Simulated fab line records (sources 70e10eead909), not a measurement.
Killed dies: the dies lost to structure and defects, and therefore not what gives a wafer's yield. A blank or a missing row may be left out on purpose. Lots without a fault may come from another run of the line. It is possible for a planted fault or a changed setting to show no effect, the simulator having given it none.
Chamber matching ; flow nand_harc ; rie_diel-12 running NHARC_A_BLC_DESCUM_15: 4 sister chambers
The step chemistry O2, time 3 s. 4 wafers are shown with their chamber, then 7 later ones without.

WAFERS, EACH WITH ITS CHAMBER
wafer;chamber;showerhead_plenum_p_Torr (Torr)
L623.5;3;1.94
L632.3;2;2.00
L634.3;0;1.84
L634.5;1;1.87

WAFERS MISSING THEIR CHAMBER
wafer;showerhead_plenum_p_Torr (Torr)
L634.6;2.00
L638.2;1.93
L638.5;2.00
L638.6;1.93
L641.1;1.87
L641.2;2.00
L641.6;1.93

THE CHAMBER EACH PASSED THROUGH
wafer;from the rows above;in truth
L634.6;2;2
L638.2;3;3
L638.5;2;2
L638.6;3;3
L641.1;1;1
L641.2;2;2
L641.6;3;3
Placed correctly: 7 of 7. Not placeable from these rows: 0. Number placed wrongly: 0.
How it was worked out, from the rows above alone: a wafer's distance from a chamber is the root of the sum, over the readings, of the square of ((its reading less the chamber's mean) divided by the reading's scatter). If the next closest chamber is less than 2 further off than the closest, the wafer can't be placed; otherwise it belongs to the closest. For every chamber, the mean is computed from those of its wafers that are shown. The scatter (one wafer shown for each chamber): square how far every hidden wafer sits from the nearest shown wafer, average those squares and take the square root.
